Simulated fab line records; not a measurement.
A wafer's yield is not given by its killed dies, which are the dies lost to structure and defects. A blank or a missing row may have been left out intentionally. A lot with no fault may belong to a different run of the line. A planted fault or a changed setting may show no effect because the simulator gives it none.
fab line records	flow n5Finfet
[record] lots = 4	wafers = 10	lastDay = 17
route steps=1938 shown BEOL_M13@1684 BEOL_M14@1716 BEOL_M15@1830 PASSIVATION@1936
lots untouched by any fault: they come from a run of this same line in which no faults occurred
startH: hours from the record's first day to the start of the lot's first wafer shown	waitH: how many hours have passed since the lot's step before this one	" repeats the value in the row above	L1.1+2: a single row standing in for several wafers	- no value, or no start given	* or withheld: withheld	< > ~ a bound
route shown NAME@n: a module of which the file shows steps, and the number in the route of the first	usual: mean and standard deviation over wafers with no fault	same: alike in all rows	chamber/n: place in a boat	sites: readings site by site	_std_site: the standard deviation of these	_edge_site: mean of outer sites minus mean of inner sites	radiusMm: how far each site lies from the wafer's centre	mask NAME#n: copy n	behind: the last tool/chamber to shape the wafer	hold: cause of the lot's hold/its duration in hours/its outcome	device: the transistor (n, p or np) that didn't switch	end of line: the route-end tests of the same wafers	for a step that has no rows: nothing shown but its recipe	killed: count of dies lost to structure and defects at first sort (not the wafer's yield)	map: the dies of a wafer, with x for killed, . for not killed, _ for no die there
set.NAME: setting as actually run; set.NAME@STEP: the setting as run at that earlier step	model.NAME: the simulator's own value behind a step, which no gauge read
lots at selected steps of the route; one table per step, one row per wafer
services: when a tool's chamber went out of use (startH, in hours from the record's first day, below 0 if earlier), for how many hours, and the reason
[[steps]]
[step N5_BEOL_M13_SOFTBAKE_23]
[recipe] tempC = 130	timeS = 60
[step N5_BEOL_M13_EXPOSE_25]
[recipe] maskId = M13	na = 0.93	sourceShape = conventional	sigmaOuter = 0.4	polarization = unpolarized	targetCdNm = 210	doseMj = 22
[step N5_BEOL_M13_PEB_26]
[recipe] pebTempC = 130	pebTimeS = 90
[step N5_BEOL_M13_DEVELOP_27]
[recipe] developTimeS = 45	rinseLiquid = diw	dry = airSpin	devTempC = 21
[step N5_BEOL_M13_HARDBAKE_32]
[recipe] tempC = 130	timeS = 120
[step N5_BEOL_M13_DESCUM_33]
[recipe] chemistry = O2	timeS = 7.9	sourcePowerW = 50	biasPowerW = 20	pressureMtorr = 20	rfFrequencyHz = 2.712e+07	tempC = 40	o2FlowSccm = 225
[step N5_BEOL_M13_ETCH_67]
[recipe] chemistry = CF4	target = SiARC	targetDepthA = 1430	timeS = 238.3	ionEnergyEv = 80	pressureMtorr = 40	sourceW = 545	biasW = 36	Ar_flow_sccm = 100	cf4FlowSccm = 100	ends = cleared
[step N5_BEOL_M13_ETCH_68]
[recipe] chemistry = N2/H2	target = SOC	maskMaterial = SiARC	sourceW = 3000	biasW = 350	tempC = 40	timeS = 355	ionEnergyEv = 200	pressureMtorr = 30	n2FlowSccm = 200	h2FlowSccm = 200
[step N5_BEOL_M13_STRIP_69]
[recipe] chemistry = N2/H2	tempC = 40	n2FlowSccm = 200	h2FlowSccm = 200	rfFrequencyHz = 6e+07
[step N5_BEOL_M13_TRENCH_ETCH_34]
[recipe] chemistry = C4F8/O2/Ar	target = SiOC	targetDepthA = 4134.7	maskMaterial = SOC	pressureMtorr = 30	sourceW = 3000	biasW = 700	Ar_flow_sccm = 400	C4F8_flow_sccm = 15	O2_flow_sccm = 8	heInnerTorr = 15	heOuterTorr = 30	timeS = 162.6	ionEnergyEv = 250
[usual] biasW = 700.0/1.9	drypumpMotorCurrentA = 5.8/0.5	heInnerTorr = 15.002/0.03	heOuterTorr = 30.00/0.067	oesProductAu = 0.80/0.1	rfVppV = 666/3.5	showerheadPlenumPTorr = 3.44/0.13	throttleValvePct = 24.21/0.28
lot.wafer	tool	chamber	startH	waitH	biasW	drypumpMotorCurrentA	heInnerTorr	heOuterTorr	oesProductAu	rfHoursCounterH	rfVppV	showerheadPlenumPTorr	throttleValvePct	model.etch.depthNm
L996.1	rieDiel-01	1	312.76	0.0	698.3	6.6	15.032	30.06	0.96	7	670	3.64	23.70	416.3
L996.4	"	2	"	"	697.1	5.7	15.018	29.92	0.94	14	664	3.35	24.26	413.2
L996.6	"	2	"	"	699.2	5.7	15.047	30.02	0.93	-	664	3.35	24.28	407.2
L101.2	rieDiel-02	0	352.59	0.0	698.4	5.2	14.960	30.08	0.80	85	663	3.32	24.21	412.4
L101.3	"	2	"	"	701.6	5.6	14.993	30.07	0.94	5	671	3.59	23.65	412
L101.4	"	3	"	"	700.1	5.5	15.032	30.00	0.82	98	670	3.61	24.21	412.3
L104.4	rieDiel-01	0	372.29	0.0	698.6	5.5	15.074	29.96	1.10	90	667	3.43	24.02	648
L104.6	"	3	"	"	699.9	6.6	15.021	30.04	0.68	-	668	3.52	24.57	413.3
L102.5	rieDiel-01	0	375.61	0.1	701.6	5.6	14.965	29.88	1.09	-	665	3.43	24.03	652.5
L102.6	"	1	"	"	700.7	6.6	15.047	30.03	0.91	-	671	3.63	23.74	417.5
[step N5_BEOL_M13_STRIP_70]
[recipe] chemistry = C4F8/O2/Ar	resist = SiARC	rfFrequencyHz = 6e+07
[step N5_BEOL_M13_OCD_MEAS_35]
[usual] trenchDepthNm = 414/5.5
lot.wafer	tool	chamber	startH	waitH	trenchDepthNm
L996.1	ocd-02	-	312.94	0.0	416
L996.4	"	-	"	"	413
L996.6	"	-	"	"	407
L101.2	ocd-01	-	352.77	0.0	412
L101.3	"	-	"	"	412
L101.4	"	-	"	"	412
L104.4	ocd-02	-	372.46	0.0	648
L104.6	"	-	"	"	413
L102.5	ocd-01	-	375.72	0.0	653
L102.6	"	-	"	"	418
[step N5_BEOL_M13_STRIP_37]
[recipe] chemistry = N2/H2	powerW = 1000	tempC = 250	h2Frac = 0.65	overashFraction = 0.3	pressureMtorr = withheld	n2FlowSccm = 1750	h2FlowSccm = 3250
[step N5_BEOL_M13_ETCH_38]
[recipe] chemistry = CF4/N2	target = SiCN	targetDepthA = 675	taperDeg = 2	timeS = 71.9	ionEnergyEv = 150	maskMaterial = SiO2	pressureMtorr = 40	sourceW = 430	biasW = 70	Ar_flow_sccm = 100	cf4FlowSccm = 60	n2FlowSccm = 60
[step N5_BEOL_M13_PRECLEAN_39]
[recipe] chemistry = residueRemover	timeS = 60	tempC = 40
[step N5_BEOL_M13_SRD_40]
[recipe] timeS = 30	tempC = 23	rinseLiquid = diw	dry = n2Spin	spinRpm = 1500	dryTimeS = 30
[step N5_BEOL_M13_DEGAS_41]
[recipe] ambient = vacuum	tempC = 250	timeS = 60
[step N5_BEOL_M13_PRE_CLEAN_42]
[recipe] gas = H2/He	timeS = 30	tempC = 250
[step N5_BEOL_M13_SPUTTER_43]
[recipe] material = TaN	targetThkA = 150	tempC = 50	biasV = 168.6	powerW = 15000	chamberPressurePa = 0.12	timeS = 24.19
[step N5_BEOL_M13_SPUTTER_44]
[recipe] material = Ta	targetThkA = 100	tempC = 50	biasV = 80	powerW = 15000	chamberPressurePa = 0.07	timeS = 16.13
[step N5_BEOL_M13_SPUTTER_45]
[recipe] material = Cu	targetThkA = 800	tempC = -20	biasV = 60	powerW = 26000	chamberPressurePa = 0.13	timeS = 13.33
[step N5_BEOL_M13_ECD_47]
[recipe] material = Cu	targetThkA = 9360
[step N5_BEOL_M13_ANNEAL_48]
[recipe] tempC = 225	timeS = 90	ambient = N2
[step N5_BEOL_M13_CMP_49]
[recipe] stopOn = SiOC	tOverpolishS = 17.1	downForcePsi = 1	platenRpm = 50	clearingPlatenDownForcePsi = 1.5	clearingPlatenRpm = 50	postCmpClean = cuAlkaline	targetThkNm = 420	clearingPlatenPadVelocityMS = 0.99484	padVelocityMS = 0.99484
[usual] barrierFieldEndpointS = 30.5/0.79	headPressurePsi = 0.9999/0.002	motorCurrentA = 6.0/0.62	overpolishRunS = 17.099/0.0093
lot.wafer	tool	chamber	startH	waitH	barrierFieldEndpointS	headPressurePsi	motorCurrentA	overpolishRunS	model.Cu_of_BEOL_M13_ECD_47.thkNm
L996.1	cmp-01	2	314.79	0.3	30.7	1.0042	5.6	17.108	423.2
L996.4	"	3	"	"	30.1	1.0021	5.5	17.082	420.8
L996.6	"	0	"	"	30.8	0.9991	5.7	17.115	415.6
L101.2	cmp-01	0	355.64	0.2	29.8	1.0008	5.6	17.116	422.2
L101.4	"	2	"	"	29.2	1.0020	5.7	17.097	420.2
L101.3	"	3	"	"	28.8	1.0010	5.3	17.109	420
L104.4	cmp-01	1	379.06	0.3	29.2	0.9992	5.1	17.095	654.2
L104.6	"	2	"	"	30.7	0.9997	5.4	17.094	418.8
L102.5	cmp-01	3	379.50	0.2	30.7	1.0052	5.4	17.099	659.6
L102.6	"	0	"	"	31.7	0.9994	5.8	17.103	425.4
[step N5_BEOL_M13_THK_MEAS_50]
[recipe] thkMeasGauge = xrf	reads = Cu_of_BEOL_M13_ECD_47
[usual] M13_THK = 426/6.5
lot.wafer	tool	chamber	startH	waitH	M13_THK[nm]
L996.1	filmMetro-02	-	315.01	-	430
L996.4	"	-	"	"	429
L996.6	"	-	"	"	423
L101.2	filmMetro-01	-	355.93	-	434
L101.3	"	-	"	"	431
L101.4	"	-	"	"	430
L104.4	filmMetro-02	-	379.24	-	660
L104.6	"	-	"	"	421
L102.5	filmMetro-02	-	379.64	-	663
L102.6	"	-	"	"	427
[step N5_BEOL_M13_PRE_CLEAN_52]
[recipe] gas = NH3	timeS = 15	tempC = withheld	rfPowerW = 300
[step N5_BEOL_M13_DEP_53]
[recipe] material = SiCN	targetThkA = 500	tempC = withheld	precursor = 3MS/NH3	pressureTorr = 3	rfW = 675	timeS = 17.8
[step N5_BEOL_M13_RS_MEAS_54]
[recipe] thkMeasGauge = four-point-probe	reads = Cu_of_BEOL_M13_ECD_47+Ta_of_BEOL_M13_SPUTTER_44+TaN_of_BEOL_M13_SPUTTER_43
[usual] M13_RS = 0.0449/0.00062
lot.wafer	tool	chamber	startH	waitH	M13_RS[ohm/sq]
L996.1	filmMetro-02	-	315.14	0.0	0.0447
L996.4	"	-	"	"	0.0449
L996.6	"	-	"	"	0.0455
L101.2	filmMetro-02	-	356.06	0.1	0.0447
L101.3	"	-	"	"	0.0449
L101.4	"	-	"	"	0.0449
L104.4	filmMetro-02	-	379.37	0.0	0.0286
L104.6	"	-	"	"	0.0452
L102.5	filmMetro-02	-	379.77	0.0	0.0283
L102.6	"	-	"	"	0.0444
[step N5_BEOL_M14_ILD_DEP_00]
[recipe] material = SiO2	targetThkA = 11193	tempC = 400	precursor = TEOS/O2	pressureTorr = 6.5	rfW = 900	teosFlowSccm = 161.4	gas = O2	flowSccm = 2650	timeS = 237.4
[step N5_BEOL_M14_COAT_58]
[recipe] resist = BARC	tempC = 205	timeS = 60	spinRpm = 1500	resistThkNm = 89
[step N5_BEOL_M14_COAT_04]
[recipe] spinRpm = 1704	resistThkNm = 800
[step N5_BEOL_M14_EBR_06]
[recipe] solvent = PGMEA	ebrWidthMm = 1.5
[step N5_BEOL_M14_SOFTBAKE_05]
[recipe] tempC = 130	timeS = 60
[step N5_BEOL_M14_EXPOSE_07]
[recipe] maskId = V13	na = 0.8	sourceShape = annular	sigmaInner = 0.5	sigmaOuter = 0.8	polarization = unpolarized	attpsmPhaseDeg = 180	doseMj = 57
[step N5_BEOL_M14_PEB_08]
[recipe] pebTempC = 130	pebTimeS = 90
[step N5_BEOL_M14_DEVELOP_09]
[recipe] developTimeS = 45	rinseLiquid = diw	dry = airSpin	devTempC = 21
[step N5_BEOL_M14_HARDBAKE_14]
[recipe] tempC = 130	timeS = 120
[step N5_BEOL_M15_RC_MEAS_101]
[usual] COMB_M10 = 1.43e-11/2.9e-12	COMB_M10_max_site = 2.1e-11/4.7e-12	COMB_M11 = 1.43e-11/2.9e-12	COMB_M11_max_site = 2e-11/4.3e-12	COMB_M12 = 6.5e-12/1.3e-12	COMB_M14 = 3.8e-12/6.9e-13	COMB_M15 = 2.6e-12/6.2e-13	COMB_M5 = 3.5e-11/7.7e-12	COMB_M6 = 2.5e-11/4.4e-12	COMB_M7 = 2.6e-11/5.1e-12	COMB_M7_max_site = 3.6e-11/7.8e-12	COMB_M8 = 2.6e-11/5.2e-12	COMB_M9 = 1.46e-11/2.8e-12	SERP_M10 = 3.08/0.11	SERP_M11 = 3.01/0.091	SERP_M12 = 0.637/0.022	SERP_M12_max_site = 0.649/0.023	SERP_M13 = 0.306/0.0061	SERP_M13_max_site = 0.310/0.0063	SERP_M14 = 0.160/0.0056	SERP_M5 = 38.8/2.2	SERP_M6 = 13.5/0.65	SERP_M7 = 13.6/0.67	SERP_M8 = 13.5/0.72	SERP_M9 = 3.10/0.088
lot.wafer	tool	chamber	startH	waitH	COMB_M10[S/m]	COMB_M10_max_site[S/m]	COMB_M11[S/m]	COMB_M11_max_site[S/m]	COMB_M12[S/m]	COMB_M14[S/m]	COMB_M15[S/m]	COMB_M5[S/m]	COMB_M6[S/m]	COMB_M7[S/m]	COMB_M7_max_site[S/m]	COMB_M8[S/m]	COMB_M9[S/m]	SERP_M10[ohm/um]	SERP_M11[ohm/um]	SERP_M12[ohm/um]	SERP_M12_max_site[ohm/um]	SERP_M13[ohm/um]	SERP_M13_max_site[ohm/um]	SERP_M14[ohm/um]	SERP_M5[ohm/um]	SERP_M6[ohm/um]	SERP_M7[ohm/um]	SERP_M8[ohm/um]	SERP_M9[ohm/um]
L996.1	prober-02	0	331.12	0.0	2.22e-11	3.1e-11	2.02e-11	2.2e-11	8.3e-12	4.8e-12	2.6e-12	3.8e-11	2.4e-11	1.9e-11	2.4e-11	2.9e-11	1.26e-11	2.90	3.13	0.640	0.651	0.305	0.309	0.169	41.3	14.1	14.2	13.7	2.99
L996.4	"	0	"	"	1.59e-11	2e-11	1.45e-11	2.3e-11	5.7e-12	4.9e-12	3.3e-12	4e-11	2e-11	2.4e-11	3.8e-11	3.1e-11	1.76e-11	3.11	3.08	0.646	0.657	0.309	0.311	0.163	38.9	13.7	14.4	13.6	3.16
L996.6	"	0	"	"	1.33e-11	1.7e-11	1.7e-11	2.1e-11	7.6e-12	6.3e-12	3.2e-12	3.3e-11	2.2e-11	2.7e-11	3.5e-11	2.4e-11	1.2e-11	2.94	3.04	0.641	0.654	0.305	0.307	0.164	37.1	13.7	13.5	13.0	3.03
L101.2	prober-01	0	370.48	0.2	1.34e-11	1.5e-11	9.8e-12	1.4e-11	6.6e-12	2.9e-12	2.4e-12	3.8e-11	2.2e-11	2e-11	2.4e-11	1.9e-11	1.47e-11	3.21	2.95	0.629	0.643	0.301	0.304	0.168	38.1	14.6	13.7	13.0	3.09
L101.3	"	0	"	"	1.49e-11	2.4e-11	1.25e-11	1.9e-11	5.1e-12	4.6e-12	2.3e-12	5.1e-11	2.2e-11	2.2e-11	2.9e-11	2.3e-11	1.41e-11	3.10	2.92	0.617	0.623	0.318	0.320	0.156	37.1	14.1	13.1	13.8	3.04
L101.4	"	0	"	"	1.45e-11	1.9e-11	1.56e-11	2.3e-11	6.8e-12	2.8e-12	2.5e-12	4.4e-11	2e-11	2.5e-11	3.3e-11	2.2e-11	1.56e-11	3.26	2.94	0.622	0.627	0.307	0.309	0.168	38.9	14.4	12.0	14.9	2.94
L104.4	prober-01	0	391.11	0.5	1.2e-11	2.4e-11	1.6e-11	2.1e-11	7e-12	3.7e-12	2.5e-12	4.1e-11	1.8e-11	3.1e-11	5.9e-11	2.3e-11	1.03e-11	3.11	3.02	0.611	0.621	0.192	0.193	0.152	40.6	12.9	13.3	13.4	3.11
L104.6	"	0	"	"	1.47e-11	2e-11	1.45e-11	1.9e-11	5.9e-12	3.6e-12	2.1e-12	3.3e-11	2.2e-11	2.6e-11	4.6e-11	2.2e-11	1.37e-11	2.97	2.94	0.638	0.655	0.309	0.313	0.157	38.4	13.7	13.0	14.3	3.04
L102.5	prober-01	0	395.41	0.6	1.65e-11	2.8e-11	1.46e-11	2e-11	4.6e-12	2.8e-12	2.1e-12	3.3e-11	2.8e-11	3.6e-11	4.1e-11	2.8e-11	1.83e-11	3.20	2.94	0.632	0.635	0.188	0.191	0.165	34.6	13.6	13.2	15.2	3.00
L102.6	"	0	"	"	1.52e-11	2.7e-11	1.25e-11	1.7e-11	6.1e-12	3.7e-12	1.7e-12	2.8e-11	3.4e-11	2.5e-11	4.6e-11	2.8e-11	1.67e-11	3.22	3.00	0.628	0.648	0.303	0.307	0.164	35.2	12.9	13.1	11.7	3.07
// sites SERP_M13 radiusMm=0,75,75,75,75,140,140,140,140
L996.1 0.304 0.306 0.309 0.304 0.306 0.302 0.305 0.303 0.306
L101.2 0.301 0.299 0.300 0.304 0.299 0.300 0.302 0.301 0.301
L104.4 0.191 0.193 0.191 0.192 0.192 0.193 0.191 0.193 0.193
L102.5 0.187 0.189 0.191 0.188 0.190 0.188 0.188 0.187 0.189
[step N5_PASSIVATION_PROBE_49]
[usual] defectLimitedYield = 91.1/1.5	killed_at_M0_to_M3 = 37/11	killed_at_M4_up = 13/5.6	killedAtContacts = 12/5.6	killedAtFrontEnd = 39/11	killedAtOther = 4/3.1	killedDies = 105/18	killedOpen = 69/13	killedShort = 35/7.4	sort_bin_5_function = 5.1/0.92	sort_bin_6_memory = 3.4/0.76	sort_bin_8_speed = 0.02/0.11	sortNPass = 1075/18	sortYieldPct = 91.1/1.5
[same] grossDies = 1180	killedAtBackSide = 0	sort_bin_4_leakage[%] = 0
lot.wafer	tool	chamber	startH	waitH	defectLimitedYield[%]	killed_at_M0_to_M3	killed_at_M4_up	killedAtContacts	killedAtFrontEnd	killedAtOther	killedDies	killedOpen	killedShort	sort_bin_5_function[%]	sort_bin_6_memory[%]	sort_bin_8_speed[%]	sortNPass	sortYieldPct[%]
L996.1	prober-01	-	344.19	0.0	93.5	30	6	3	24	14	77	44	32	3.8	2.5	0	1103	93.5
L996.4	prober-01	-	344.34	0.2	93.1	34	3	14	25	5	81	55	24	3.5	3.2	0	1099	93.1
L996.6	prober-01	-	344.44	0.3	94.2	28	8	4	26	3	69	43	24	3.6	2.1	0	1111	94.2
L101.2	prober-02	-	395.22	0.1	92.8	24	10	6	39	6	85	54	29	5.0	2.0	0	1095	92.8
L101.3	prober-02	-	395.27	0.1	93.5	18	9	12	34	4	77	49	27	4.2	1.9	0	1103	93.5
L101.4	prober-02	-	395.32	0.2	91.3	18	8	19	56	2	103	68	35	5.3	3.1	0	1077	91.3
L104.4	prober-02	-	407.03	0.2	90.9	38	20	9	37	3	107	77	29	5.9	3.1	0	1073	90.9
L104.6	prober-02	-	407.13	0.3	92.6	36	20	3	23	5	87	63	23	3.7	3.4	0	1093	92.6
L102.5	prober-02	-	410.23	0.2	92.2	22	10	19	37	4	92	60	32	3.8	3.8	0	1088	92.2
L102.6	prober-02	-	410.28	0.3	91.7	31	11	12	42	2	98	65	32	6.0	2.3	0.34	1078	91.4
// killed by level:class
L996.1 BEOL_M2:geometricParticle:open=14 PASS1_CAP:geometricParticle:short=8 GATE_CUT:geometricParticle:short=5 BEOL_M3:geometricParticle:open=5 GATE_CUT:geometricParticle:open=4 BEOL_M0_SAQP:geometricParticle:open=4 ILD0:geometricParticle:short=3 MOL_CONTACT_COAG:geometricParticle:open=3
L996.4 MOL_CONTACT_COAG:geometricParticle:open=11 BEOL_M2:geometricParticle:open=11 BEOL_M1:geometricParticle:open=7 DUMMY_GATE:geometricParticle:open=6 BEOL_M0_SAQP:geometricParticle:short=5 FIN_SAQP:geometricParticle:short=4 GATE_CUT:geometricParticle:short=4 STI_FIN_REVEAL:geometricParticle:open=3
L996.6 BEOL_M0_SAQP:geometricParticle:open=6 BEOL_M2:geometricParticle:open=6 STARTING-WAFER:geometricParticle:short=5 ILD0:geometricParticle:short=4 GATE_CUT:geometricParticle:short=4 MOL_CONTACT_COAG:geometricParticle:open=4 BEOL_M0_SAQP:geometricParticle:short=4 BEOL_M0:geometricParticle:open=4
L101.2 STI_FIN_REVEAL:geometricParticle:open=9 FIN_SAQP:geometricParticle:open=8 FIN_SAQP:geometricParticle:short=7 BEOL_M0_SAQP:geometricParticle:short=5 BEOL_M3:geometricParticle:open=5 GATE_CUT:geometricParticle:short=4 DUMMY_GATE:geometricParticle:open=4 MOL_CONTACT_COAG:geometricParticle:open=4
L101.3 MOL_CONTACT_COAG:geometricParticle:open=11 GATE_CUT:geometricParticle:short=7 FIN_SAQP:geometricParticle:open=6 FIN_SAQP:geometricParticle:short=6 DUMMY_GATE:geometricParticle:open=5 BEOL_M0_SAQP:geometricParticle:open=5 BEOL_M0:geometricParticle:open=4 BEOL_M1:geometricParticle:open=4
L101.4 MOL_CONTACT_COAG:geometricParticle:open=18 FIN_SAQP:geometricParticle:short=15 DUMMY_GATE:geometricParticle:open=13 FIN_SAQP:geometricParticle:open=7 BEOL_M0_SAQP:geometricParticle:short=7 STI_FIN_REVEAL:geometricParticle:open=5 GATE_CUT:geometricParticle:open=5 GATE_CUT:geometricParticle:short=3
L104.4 BEOL_M1:geometricParticle:open=17 BEOL_M4:geometricParticle:open=15 FIN_SAQP:geometricParticle:short=8 MOL_CONTACT_COAG:geometricParticle:open=6 STI_FIN_REVEAL:geometricParticle:open=6 DUMMY_GATE:geometricParticle:open=6 BEOL_M0_SAQP:geometricParticle:short=5 BEOL_M0_SAQP:geometricParticle:open=5
L104.6 BEOL_M1:geometricParticle:open=11 BEOL_M4:geometricParticle:open=10 BEOL_M0_SAQP:geometricParticle:open=7 STI_FIN_REVEAL:geometricParticle:open=5 BEOL_M0_SAQP:geometricParticle:short=5 BEOL_M3:geometricParticle:open=4 STARTING-WAFER:geometricParticle:open=4 DUMMY_GATE:geometricParticle:open=3
L102.5 MOL_CONTACT_COAG:geometricParticle:open=15 BEOL_M3:geometricParticle:open=8 ILD0:geometricParticle:open=7 FIN_SAQP:geometricParticle:short=5 BEOL_M4:geometricParticle:open=5 STI_FIN_REVEAL:geometricParticle:open=4 ILD0:geometricParticle:short=4 GATE_CUT:geometricParticle:short=4
L102.6 MOL_CONTACT_COAG:geometricParticle:open=12 BEOL_M3:geometricParticle:open=12 STI_FIN_REVEAL:geometricParticle:open=9 BEOL_M2:geometricParticle:open=7 BEOL_M3:geometricParticle:short=7 BEOL_M4:geometricParticle:open=6 STARTING-WAFER:geometricParticle:short=5 STI_FIN_REVEAL:geometricParticle:short=4
[[services]]
tool	chamber	startH	hours	kind
rieDiel-02	2	301.04	12.7	repair
rieDiel-02	2	313.75	-	clean
rieDiel-02	2	313.75	-	consumableReplace:focusRing
rieDiel-02	2	313.75	-	consumableReplace:showerhead
rieDiel-02	2	313.75	21.5	scheduledDown
rieDiel-02	2	313.75	21.5	ventCycle
rieDiel-01	1	326.94	2.6	repair
rieDiel-02	1	334.58	3.1	repair
rieDiel-02	3	379.35	6.9	repair
[[key]]
[firstSign] step = N5_BEOL_M13_TRENCH_ETCH_34	reading = oesProductAu	direction = up	sigmas = 2.9	usual = 0.80	struck = 1.09
[effect] step = N5_BEOL_M13_OCD_MEAS_35	reading = trenchDepthNm	direction = up	sigmas = 43	usual = 414	struck = 650
[effect] step = N5_BEOL_M13_THK_MEAS_50	reading = M13_THK	direction = up	sigmas = 36	usual = 426	struck = 662
[effect] step = N5_BEOL_M13_RS_MEAS_54	reading = M13_RS	direction = down	sigmas = 27	usual = 0.0449	struck = 0.0284
[effect] step = N5_BEOL_M15_RC_MEAS_101	reading = SERP_M13	direction = down	sigmas = 19	usual = 0.306	struck = 0.190
[modelEffect] step = N5_BEOL_M13_TRENCH_ETCH_34	value = etch.depthNm	without = 401.2	struck = 650.3
[modelEffect] step = N5_BEOL_M13_CMP_49	value = Cu_of_BEOL_M13_ECD_47.thkNm	without = 407.9	struck = 656.9
metAt N5_BEOL_M13_TRENCH_ETCH_34
struckWafers L102.5,L104.4
onsetBetween 312.76 372.29
[fault] kind = processParameterDrift	tool = rieDiel-01	chamber = -	onsetH = 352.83	steps = N5_BEOL_M13_TRENCH_ETCH_34	channel = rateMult	offset = 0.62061	shape = step	endH = 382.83	scope = struckWafersOnly
